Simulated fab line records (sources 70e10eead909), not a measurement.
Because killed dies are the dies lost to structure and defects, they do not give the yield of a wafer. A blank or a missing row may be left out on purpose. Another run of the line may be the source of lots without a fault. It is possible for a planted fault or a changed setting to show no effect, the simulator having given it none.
Chamber matching + flow nand_harc + NHARC_A_STAIRCASE_TRIM_196 on rie_diel-08: 4 sister chambers
The step chemistry O2, time 211.2 s. 33 wafers are shown with their chamber, then 12 later ones without.

WAFERS, EACH WITH ITS CHAMBER
| wafer  | chamber | showerhead_plenum_p_Torr (Torr) | drypump_motor_current_A (A) | oes_product_au (a.u.) |
|--------|---------|---------------------------------|-----------------------------|-----------------------|
| L074.3 | 0       | 3.54                            | 6.2                         | 1.015                 |
| L074.4 | 1       | 3.43                            | 6.0                         | 1.020                 |
| L074.6 | 1       | 3.43                            | 6.0                         | 1.022                 |
| L075.3 | 3       | 3.38                            | 6.5                         | 1.030                 |
| L075.5 | 0       | 3.54                            | 6.2                         | 1.007                 |
| L075.6 | 1       | 3.43                            | 6.0                         | 1.007                 |
| L078.2 | 2       | 3.59                            | 6.2                         | 0.990                 |
| L078.4 | 0       | 3.54                            | 6.2                         | 1.012                 |
| L078.5 | 2       | 3.59                            | 6.2                         | 1.005                 |
| L082.1 | 1       | 3.42                            | 6.1                         | 1.013                 |
| L082.3 | 2       | 3.59                            | 6.3                         | 1.003                 |
| L082.6 | 0       | 3.53                            | 6.2                         | 1.026                 |
| L081.1 | 3       | 3.37                            | 6.5                         | 1.020                 |
| L081.3 | 0       | 3.53                            | 6.2                         | 1.018                 |
| L081.6 | 2       | 3.59                            | 6.3                         | 1.006                 |
| L084.2 | 2       | 3.58                            | 6.3                         | 1.004                 |
| L084.3 | 3       | 3.37                            | 6.5                         | 1.030                 |
| L084.6 | 3       | 3.37                            | 6.5                         | 1.024                 |
| L084.1 | 0       | 3.53                            | 6.2                         | 1.022                 |
| L084.4 | 1       | 3.42                            | 6.0                         | 1.010                 |
| L084.5 | 2       | 3.58                            | 6.3                         | 1.002                 |
| L089.2 | 1       | 3.42                            | 6.1                         | 0.996                 |
| L089.3 | 3       | 3.37                            | 6.5                         | 1.036                 |
| L089.6 | 0       | 3.53                            | 6.2                         | 1.020                 |
| L087.3 | 3       | 3.37                            | 6.5                         | 1.033                 |
| L087.5 | 1       | 3.42                            | 6.1                         | 0.995                 |
| L087.6 | 0       | 3.52                            | 6.3                         | 1.021                 |
| L088.1 | 3       | 3.36                            | 6.5                         | 1.027                 |
| L088.3 | 0       | 3.52                            | 6.2                         | 1.014                 |
| L088.5 | 3       | 3.37                            | 6.5                         | 1.025                 |
| L088.2 | 2       | 3.58                            | 6.3                         | 1.017                 |
| L088.4 | 1       | 3.42                            | 6.0                         | 1.000                 |
| L088.6 | 0       | 3.52                            | 6.2                         | 1.024                 |

SIGNATURES (means of the wafers above)
| reading                  | chamber 0 | chamber 1 | chamber 2 | chamber 3 | scatter within a chamber |
|--------------------------|-----------|-----------|-----------|-----------|--------------------------|
| showerhead_plenum_p_Torr | 3.5300    | 3.4238    | 3.5857    | 3.3700    | 0.00632                  |
| drypump_motor_current_A  | 6.210     | 6.037     | 6.271     | 6.500     | 0.0381                   |
| oes_product_au           | 1.01790   | 1.00788   | 1.00386   | 1.02812   | 0.00747                  |
Rule: a wafer's distance from a chamber is the root of the sum, over the readings, of the square of ((its reading less the chamber's mean) divided by the reading's scatter). If the next closest chamber is less than 2 further off than the closest, the wafer can't be placed; otherwise it belongs to the closest. The scatter: take each reading less its chamber's mean, square it, sum over the shown wafers, divide by the number of wafers less the number of chambers, and take the root.

WAFERS MISSING THEIR CHAMBER
| wafer  | showerhead_plenum_p_Torr (Torr) | drypump_motor_current_A (A) | oes_product_au (a.u.) |
|--------|---------------------------------|-----------------------------|-----------------------|
| L091.2 | 3.58                            | 6.2                         | 1.014                 |
| L091.3 | 3.36                            | 6.5                         | 1.033                 |
| L091.4 | 3.52                            | 6.2                         | 1.026                 |
| L092.1 | 3.41                            | 6.1                         | 0.991                 |
| L092.2 | 3.52                            | 6.2                         | 1.018                 |
| L092.3 | 3.36                            | 6.5                         | 1.026                 |
| L092.4 | 3.57                            | 6.3                         | 1.011                 |
| L092.5 | 3.41                            | 6.0                         | 1.003                 |
| L092.6 | 3.52                            | 6.2                         | 1.024                 |
| L097.2 | 3.41                            | 6.0                         | 0.995                 |
| L097.3 | 3.51                            | 6.2                         | 1.011                 |
| L097.6 | 3.51                            | 6.2                         | 1.014                 |

EACH ONE'S CHAMBER
| wafer  | from the rows above | in truth |
|--------|---------------------|----------|
| L091.2 | 2                   | 2        |
| L091.3 | 3                   | 3        |
| L091.4 | 0                   | 0        |
| L092.1 | 1                   | 1        |
| L092.2 | 0                   | 0        |
| L092.3 | 3                   | 3        |
| L092.4 | 2                   | 2        |
| L092.5 | 1                   | 1        |
| L092.6 | 0                   | 0        |
| L097.2 | 1                   | 1        |
| L097.3 | 0                   | 0        |
| L097.6 | 0                   | 0        |
Correctly placed: 12 of 12. Number that these rows cannot place: 0. Number placed wrongly: 0.
